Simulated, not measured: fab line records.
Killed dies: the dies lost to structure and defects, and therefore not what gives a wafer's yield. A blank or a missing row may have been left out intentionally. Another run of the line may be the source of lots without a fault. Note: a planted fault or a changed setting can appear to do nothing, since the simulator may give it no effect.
Split-lot study :: flow n5_finfet :: 7 lots, 21 wafers read, on a route of 1938 steps

== SPLIT DETAILS ==
At N5_MOL_CONTACT_COAG_ETCH_105 (etches SiARC in CF4, target depth 15.6 nm, time 26 s), the setting bias_w was moved away from the recipe's 36 W on 8 of the 21 wafers read, by -13.2% to +9.9%. For the rest of the wafers, this setting stayed at what the recipe calls for.

The reading comes from the split's own step.

== THE READING ==
rf_vpp_V, in V, at N5_MOL_CONTACT_COAG_ETCH_105 (etches SiARC in CF4, target depth 15.6 nm, time 26 s). On this fab line, fault-free wafers typically give 184.4 V with a standard deviation of 1 V.

wafer: L076.4
tool, chamber at the split: rie_diel-02, 0
bias_w as run, W: 36
against the recipe: recipe
rf_vpp_V, V: 185.7
against lot-mates on the recipe: -

wafer: L076.5
tool, chamber at the split: rie_diel-02, 2
bias_w as run, W: 36
against the recipe: recipe
rf_vpp_V, V: 183.5
against lot-mates on the recipe: -

wafer: L076.6
tool, chamber at the split: rie_diel-02, 1
bias_w as run, W: 36
against the recipe: recipe
rf_vpp_V, V: 184.6
against lot-mates on the recipe: -

wafer: L077.1
tool, chamber at the split: rie_diel-06, 3
bias_w as run, W: 38.5
against the recipe: +6.9%
rf_vpp_V, V: 191.3
against lot-mates on the recipe: no lot-mate on the recipe

wafer: L077.2
tool, chamber at the split: rie_diel-06, 2
bias_w as run, W: 38.5
against the recipe: +6.9%
rf_vpp_V, V: 192.4
against lot-mates on the recipe: no lot-mate on the recipe

wafer: L077.6
tool, chamber at the split: rie_diel-06, 0
bias_w as run, W: 38.5
against the recipe: +6.9%
rf_vpp_V, V: 193.2
against lot-mates on the recipe: no lot-mate on the recipe

wafer: L084.1
tool, chamber at the split: rie_diel-06, 1
bias_w as run, W: 36
against the recipe: recipe
rf_vpp_V, V: 184.7
against lot-mates on the recipe: -

wafer: L084.2
tool, chamber at the split: rie_diel-06, 0
bias_w as run, W: 36
against the recipe: recipe
rf_vpp_V, V: 183.9
against lot-mates on the recipe: -

wafer: L084.3
tool, chamber at the split: rie_diel-06, 3
bias_w as run, W: 36
against the recipe: recipe
rf_vpp_V, V: 186.8
against lot-mates on the recipe: -

wafer: L085.3
tool, chamber at the split: rie_diel-06, 0
bias_w as run, W: 36
against the recipe: recipe
rf_vpp_V, V: 183.8
against lot-mates on the recipe: -

wafer: L085.5
tool, chamber at the split: rie_diel-06, 2
bias_w as run, W: 33.58
against the recipe: -6.7%
rf_vpp_V, V: 176.1
against lot-mates on the recipe: -7.8

wafer: L085.6
tool, chamber at the split: rie_diel-06, 3
bias_w as run, W: 36
against the recipe: recipe
rf_vpp_V, V: 183.9
against lot-mates on the recipe: -

wafer: L090.1
tool, chamber at the split: rie_diel-05, 3
bias_w as run, W: 36
against the recipe: recipe
rf_vpp_V, V: 186.5
against lot-mates on the recipe: -

wafer: L090.2
tool, chamber at the split: rie_diel-05, 1
bias_w as run, W: 32.61
against the recipe: -9.4%
rf_vpp_V, V: 171.6
against lot-mates on the recipe: -14.9

wafer: L090.4
tool, chamber at the split: rie_diel-05, 2
bias_w as run, W: 32.61
against the recipe: -9.4%
rf_vpp_V, V: 174.5
against lot-mates on the recipe: -12.0

wafer: L093.3
tool, chamber at the split: rie_diel-06, 3
bias_w as run, W: 36
against the recipe: recipe
rf_vpp_V, V: 186.0
against lot-mates on the recipe: -

wafer: L093.5
tool, chamber at the split: rie_diel-06, 3
bias_w as run, W: 36
against the recipe: recipe
rf_vpp_V, V: 183.8
against lot-mates on the recipe: -

wafer: L093.6
tool, chamber at the split: rie_diel-06, 2
bias_w as run, W: 31.24
against the recipe: -13.2%
rf_vpp_V, V: 167.3
against lot-mates on the recipe: -17.6

wafer: L097.1
tool, chamber at the split: rie_diel-02, 3
bias_w as run, W: 36
against the recipe: recipe
rf_vpp_V, V: 185.0
against lot-mates on the recipe: -

wafer: L097.2
tool, chamber at the split: rie_diel-02, 0
bias_w as run, W: 39.57
against the recipe: +9.9%
rf_vpp_V, V: 197.0
against lot-mates on the recipe: +11.6

wafer: L097.5
tool, chamber at the split: rie_diel-02, 2
bias_w as run, W: 36
against the recipe: recipe
rf_vpp_V, V: 185.9
against lot-mates on the recipe: -

THE FIT
A straight line over all 21 wafers: rf_vpp_V changes by +1.23 V for each +1% of bias_w; r = +0.99; the points scatter about the line by 1.2 V.
The same after taking each lot's own level away (the mean of its wafers on the recipe; 18 wafers): +1.31 V for each +1%; r = +0.99; scatter 1.1 V.
On that fit, the largest move of bias_w shifts the reading by 17 V.
The lots' own levels span 183.85 to 186.50 V, that is 2.6 times the standard deviation above.
The two slopes are in agreement: the lot-to-lot level therefore moves the slope only a little.
Check: for one of the wafers moved furthest among these (-13.2%), held out of the fit, the line's prediction against its lot-mates is -17.4 V. Against them it came out at -17.6 V.
Tool readings at the split's step, against how far the setting was moved: etch_rf_on_time_s r = -0.89; rf_vpp_V r = +0.99.

== THE WHOLE CHAIN: every reading that the file lists as answering this split, in the file's order ==
step: N5_MOL_CONTACT_COAG_ETCH_105
what it does: etches SiARC in CF4, target depth 15.6 nm, time 26 s
reading: etch_rf_on_time_s
change (the file's fit): withheld for each +1% of the setting
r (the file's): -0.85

step: N5_MOL_CONTACT_COAG_ETCH_105
what it does: etches SiARC in CF4, target depth 15.6 nm, time 26 s
reading: rf_vpp_V
change (the file's fit): +1.29 V for each +1% of the setting
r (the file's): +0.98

== THE FILE'S OWN FIT ==
rf_vpp_V changes by +1.29 V for each +1% of bias_w, r = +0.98.
